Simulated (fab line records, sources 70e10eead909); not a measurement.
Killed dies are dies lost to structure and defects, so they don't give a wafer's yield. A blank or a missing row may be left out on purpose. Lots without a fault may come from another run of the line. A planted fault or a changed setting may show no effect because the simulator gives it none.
One fault seen from 3 desks | flow nand_harc | each desk has only its own numbers; what lay behind them comes last

THE TOOL OWNER'S DESK: cmp-03
The tool's own readings at NHARC_A_CONTACT_CMP_20 (polishes, t overpolish 30 s, target thk 300 nm): means of the sampled wafers that have a number, for each lot that ran on this tool. A lot is out of limits, marked OUT, if its mean lies more than 4 standard deviations from the usual mean; the brackets give that distance.
Columns: A = motor_current_A at NHARC_A_CONTACT_CMP_20, usual 12.3 A; B = overpolish_run_s at NHARC_A_CONTACT_CMP_20, usual 29.999 s; C = time_to_endpoint_s at NHARC_A_CONTACT_CMP_20, usual 60.0 s
lot  | first seen here | A    | B      | C
L836 | day 28 11:44    | 12.8 | 29.997 | 61.8
L838 | day 28 18:20    | 12.2 | 30.007 | 55.2
L845 | day 31 20:17    | 12.3 | 30.009 | 63.7
This desk's finding: nothing out of limits on any of the 3 lots.

THE DEFECT DESK
What the inspections along the route counted, lot by lot: means of the sampled wafers that have a number. A lot is out of limits, marked OUT, if its mean lies more than 4 standard deviations from the usual mean; the brackets give that distance.
Columns: A = raw_defect_count at NHARC_A_CONTACT_INSPECT_23, usual 536; B = raw_defect_count at NHARC_A_BLC_INSPECT_12, usual 90
lot  | first seen here | A   | B
L823 | day 23 00:04    | 438 | 90
L826 | day 23 19:23    | 669 | 72
L825 | day 23 21:47    | 631 | 161
L827 | day 24 12:11    | 499 | 76
L829 | day 25 16:21    | 830 | 72
L836 | day 28 12:08    | 965 | 516 (+12) OUT
L838 | day 28 18:44    | 936 | 524 (+12) OUT
L843 | day 30 12:25    | 425 | 71
L842 | day 30 13:53    | 570 | 129
L844 | day 31 13:06    | 414 | 83
L845 | day 31 20:38    | 538 | 91
L846 | day 31 22:03    | 680 | 81
This desk's finding: out of limits on L836, L838; first on L836, day 28 12:47 (raw_defect_count at NHARC_A_BLC_INSPECT_12). In limits: L823, L826, L825, L827, L829, L843, L842, L844, L845, L846.

THE METROLOGY DESK
What the gauges read, lot by lot, whatever tool the lot ran on: means of the sampled wafers that have a number. A lot is out of limits, marked OUT, if its mean lies more than 4 standard deviations from the usual mean; the brackets give that distance.
Columns: A = cd_nm at NHARC_A_CONTACT_CD_MEAS_08, usual 199.9 nm
lot  | first seen here | A
L823 | day 22 18:02    | 200.0
L826 | day 23 13:23    | 200.0
L825 | day 23 15:58    | 200.1
L827 | day 24 06:22    | 200.4
L829 | day 25 10:26    | 199.1
L836 | day 28 05:06    | 199.3
L838 | day 28 12:40    | 199.5
L843 | day 30 06:36    | 200.1
L842 | day 30 07:58    | 200.1
L844 | day 31 06:20    | 200.5
L845 | day 31 14:22    | 199.2
L846 | day 31 16:14    | 200.1
This desk's finding: nothing out of limits on any of the 12 lots.

PUT TOGETHER
The defect desk could have raised an alarm at day 28 12:47, on L836, L838.
The tool owner's desk saw nothing out of limits.
The metrology desk saw nothing out of limits.
The tool owner's desk has L836, L838 on record, within its limits.
The metrology desk has L836, L838 on record, within its limits.
Of the lots named, all ran NHARC_A_CONTACT_CMP_20 on cmp-03.

WHAT THE SIMULATOR HAD PUT IN
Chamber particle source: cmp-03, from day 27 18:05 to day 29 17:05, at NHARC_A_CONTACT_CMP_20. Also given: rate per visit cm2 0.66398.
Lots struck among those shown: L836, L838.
Hours from the fault's start to each desk's first reading out of limits: the defect desk, 19.
